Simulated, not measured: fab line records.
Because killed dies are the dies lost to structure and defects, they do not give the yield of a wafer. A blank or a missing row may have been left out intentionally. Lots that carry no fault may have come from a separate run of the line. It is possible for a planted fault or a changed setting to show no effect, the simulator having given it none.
Chamber matching | flow n5 finfet | 4 sister chambers for N5_BEOL_M8_STRIP_36 on rie diel-04
The step strips in N2/H2. 4 wafers are shown with their chamber, then 12 later ones without.

== WAFERS, EACH WITH ITS CHAMBER ==
wafer  | chamber | drypump motor current A (A)
L084.5 | 3       | 5.6
L084.6 | 2       | 4.8
L088.5 | 1       | 5.3
L088.6 | 0       | 5.9

== WAFERS WITH NO CHAMBER GIVEN ==
wafer  | drypump motor current A (A)
L091.1 | 5.9
L091.3 | 4.8
L091.4 | 4.8
L094.1 | 4.8
L094.2 | 5.6
L094.3 | 5.9
L094.4 | 5.3
L094.5 | 5.6
L094.6 | 5.9
L097.4 | 5.7
L097.5 | 4.8
L097.6 | 5.3

== THE CHAMBER EACH PASSED THROUGH ==
wafer  | from the rows above | in truth
L091.1 | 0                   | 0
L091.3 | 2                   | 2
L091.4 | 2                   | 2
L094.1 | 2                   | 2
L094.2 | 3                   | 3
L094.3 | 0                   | 0
L094.4 | 1                   | 1
L094.5 | 3                   | 3
L094.6 | 0                   | 0
L097.4 | 3                   | 3
L097.5 | 2                   | 2
L097.6 | 1                   | 1
Correct placement for 12 of the 12. Number that these rows cannot place: 0. Number placed wrongly: 0.
How it was worked out, from the rows above alone: a wafer's distance from a chamber is the root of the sum, over the readings, of the square of ((its reading less the chamber's mean) divided by the reading's scatter). The wafer belongs to the nearest chamber; if the next one is less than 2 further off, it can't be placed. For every chamber, the mean is computed from those of its wafers that are shown. The scatter: with one shown wafer a chamber, the root of the mean of the squares of how far each hidden wafer lies from its nearest shown one.
